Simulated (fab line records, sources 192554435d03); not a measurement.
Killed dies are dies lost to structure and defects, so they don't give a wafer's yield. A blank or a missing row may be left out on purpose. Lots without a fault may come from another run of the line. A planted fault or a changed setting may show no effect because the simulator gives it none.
Split-lot experiment | flow n5_finfet | 7 lots, 39 wafers read, on a route of 1938 steps

THE SPLIT
At N5_BEOL_M5_TRENCH_ETCH_37 (etches SiCOH lowk in C4F6/O2, target depth 71.652 nm, time 24.7 s), the setting time_s was moved away from the recipe's 24.7 s on 9 of the 39 wafers read, by -50.0% to +41.3%. The other wafers ran this setting at the recipe's value.

FROM THE SPLIT TO THE READING: what the file shows between them, 13 steps
- N5_BEOL_M5_ETCH_41: etches SiCN in CH3F/O2, target depth 31.5 nm, time 56.7 s
- N5_BEOL_M5_STRIP_91: strips in N2/H2, time 10 s
- N5_BEOL_M5_OCD_MEAS_38
- N5_BEOL_M5_HM_STRIP_39: strips TiN in peroxide tin strip, target depth 25 nm, time 158 s
- N5_BEOL_M5_SRD_40: time 30 s
- N5_BEOL_M5_ECD_50: material Cu, target thk 300 nm
- N5_BEOL_M5_ANNEAL_51: time 90 s
- N5_BEOL_M5_CMP_52: polishes, stops on SiCOH lowk, t overpolish 6.9 s, target thk 62 nm
- N5_BEOL_M5_THK_MEAS_53: measures by xrf
- N5_BEOL_M5_PRE_CLEAN_77: time 15 s
- N5_BEOL_M5_CO_CAP_78: material Co, precursor CCTBA/H2, target thk 2 nm, time 102.1 s
- N5_BEOL_M5_PRE_CLEAN_55: time 15 s
- N5_BEOL_M5_DEP_56: deposits SiCN from 3MS/NH3, target thk 8 nm, time 14 s

THE READING
M5_RS, in ohm/sq, at N5_BEOL_M5_RS_MEAS_57 (measures by four-point-probe). Fault-free wafers of this fab line usually give 0.394 ohm/sq, standard deviation 0.014 ohm/sq.

wafer  | tool, chamber at the split | time_s as run, s | against the recipe | M5_RS, ohm/sq | against lot-mates on the recipe
L074.1 | rie_diel-02, 1             | 24.7             | recipe             | 0.385         | -
L074.3 | rie_diel-02, 0             | 24.7             | recipe             | 0.414         | -
L074.6 | rie_diel-02, 1             | 24.7             | recipe             | 0.412         | -
L080.1 | rie_diel-06, 3             | 20.19            | -18.3%             | 0.500         | +0.099
L080.2 | rie_diel-06, 1             | 24.7             | recipe             | 0.394         | -
L080.3 | rie_diel-06, 0             | 24.7             | recipe             | 0.402         | -
L080.4 | rie_diel-06, 2             | 24.7             | recipe             | 0.406         | -
L080.5 | rie_diel-06, 2             | 20.19            | -18.3%             | 0.571         | +0.170
L080.6 | rie_diel-06, 1             | 20.19            | -18.3%             | 0.495         | +0.094
L082.1 | rie_diel-02, 2             | 24.7             | recipe             | 0.404         | -
L082.2 | rie_diel-02, 1             | 24.7             | recipe             | 0.378         | -
L082.3 | rie_diel-02, 3             | 24.7             | recipe             | 0.423         | -
L082.4 | rie_diel-02, 0             | 24.7             | recipe             | 0.400         | -
L082.5 | rie_diel-02, 1             | 24.7             | recipe             | 0.418         | -
L082.6 | rie_diel-02, 0             | 24.7             | recipe             | 0.405         | -
L086.1 | rie_diel-02, 3             | 24.7             | recipe             | 0.388         | -
L086.2 | rie_diel-02, 1             | 24.7             | recipe             | 0.414         | -
L086.3 | rie_diel-02, 0             | 24.7             | recipe             | 0.367         | -
L086.4 | rie_diel-02, 2             | 24.7             | recipe             | 0.391         | -
L086.5 | rie_diel-02, 2             | 24.7             | recipe             | 0.416         | -
L086.6 | rie_diel-02, 3             | 24.7             | recipe             | 0.392         | -
L087.1 | rie_diel-03, 1             | 24.7             | recipe             | 0.385         | -
L087.2 | rie_diel-03, 2             | 24.7             | recipe             | 0.387         | -
L087.3 | rie_diel-03, 3             | 24.7             | recipe             | 0.393         | -
L087.4 | rie_diel-03, 2             | 24.7             | recipe             | 0.379         | -
L087.5 | rie_diel-03, 3             | 24.7             | recipe             | 0.396         | -
L087.6 | rie_diel-03, 1             | 24.7             | recipe             | 0.392         | -
L095.1 | rie_diel-03, 2             | 24.7             | recipe             | 0.382         | -
L095.2 | rie_diel-03, 3             | 12.36            | -50.0%             | 1.172         | +0.773
L095.3 | rie_diel-03, 0             | 12.36            | -50.0%             | 1.159         | +0.760
L095.4 | rie_diel-03, 1             | 24.7             | recipe             | 0.409         | -
L095.5 | rie_diel-03, 0             | 12.36            | -50.0%             | 1.213         | +0.814
L095.6 | rie_diel-03, 1             | 24.7             | recipe             | 0.405         | -
L096.1 | rie_diel-02, 1             | 24.7             | recipe             | 0.424         | -
L096.2 | rie_diel-02, 0             | 24.7             | recipe             | 0.383         | -
L096.3 | rie_diel-02, 2             | 34.91            | +41.3%             | 0.250         | -0.153
L096.4 | rie_diel-02, 1             | 34.91            | +41.3%             | 0.254         | -0.149
L096.5 | rie_diel-02, 0             | 24.7             | recipe             | 0.403         | -
L096.6 | rie_diel-02, 2             | 34.91            | +41.3%             | 0.264         | -0.139

THE FIT
A straight line over all 39 wafers: M5_RS changes by -0.0102 ohm/sq for each +1% of time_s; r = -0.88; the points scatter about the line by 0.11 ohm/sq.
The same after taking each lot's own level away (the mean of its wafers on the recipe; 39 wafers): -0.0102 ohm/sq for each +1%; r = -0.88; scatter 0.11 ohm/sq.
On that fit, the largest move of time_s shifts the reading by 0.51 ohm/sq.
The lots' own levels span 0.3887 to 0.4047 ohm/sq, that is 1.1 times the standard deviation above.
So the lot-to-lot level changes the slope little: the two slopes agree.
Check: with one of the wafers moved furthest among these (-50.0%) left out of the fit, the line predicts +0.493 ohm/sq for it against its lot-mates. It came out at +0.773 ohm/sq against them.

OTHER SPLITS ON THESE WAFERS
These wafers also went through other splits before the reading. Each is held against what the fit with the lots' levels taken away leaves over:
other split on the same wafers            | wafers away from the commonest value | r with M5_RS (lot level and that fit taken away)
N5_BEOL_M0_TRENCH_ETCH_107 target_depth_a | 9                                    | -0.14
N5_BEOL_M1_TRENCH_ETCH_37 target_depth_a  | 9                                    | +0.28

THE WHOLE CHAIN: every reading that the file lists as answering this split, in the file's order
step                      | what it does                                                        | reading                                                                      | change (the file's fit)               | r (the file's)
N5_BEOL_M5_TRENCH_ETCH_37 | etches SiCOH lowk in C4F6/O2, target depth 71.652 nm, time 24.7 s   | BEOL_M5.feature_depth_nm (the simulator's own value, which no gauge read)    | +0.707 nm for each +1% of the setting | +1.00
N5_BEOL_M5_TRENCH_ETCH_37 | etches SiCOH lowk in C4F6/O2, target depth 71.652 nm, time 24.7 s   | etch.depth_nm (the simulator's own value, which no gauge read)               | +0.706 nm for each +1% of the setting | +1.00
N5_BEOL_M5_OCD_MEAS_38    |                                                                     | trench_depth_nm                                                              | +0.704 nm for each +1% of the setting | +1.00
N5_BEOL_M5_CMP_52         | polishes, stops on SiCOH lowk, t overpolish 6.9 s, target thk 62 nm | Cu_of_BEOL_M5_ECD_50.thk_nm (the simulator's own value, which no gauge read) | +0.681 nm for each +1% of the setting | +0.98
N5_BEOL_M5_THK_MEAS_53    | measures by xrf                                                     | M5_THK                                                                       | +0.697 for each +1% of the setting    | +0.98
N5_BEOL_M5_RS_MEAS_57     | measures by four-point-probe                                        | M5_RS                                                                        | -0.0104 for each +1% of the setting   | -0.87

THE FILE'S OWN FIT
M5_RS changes by -0.0104 ohm/sq for each +1% of time_s, r = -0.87.
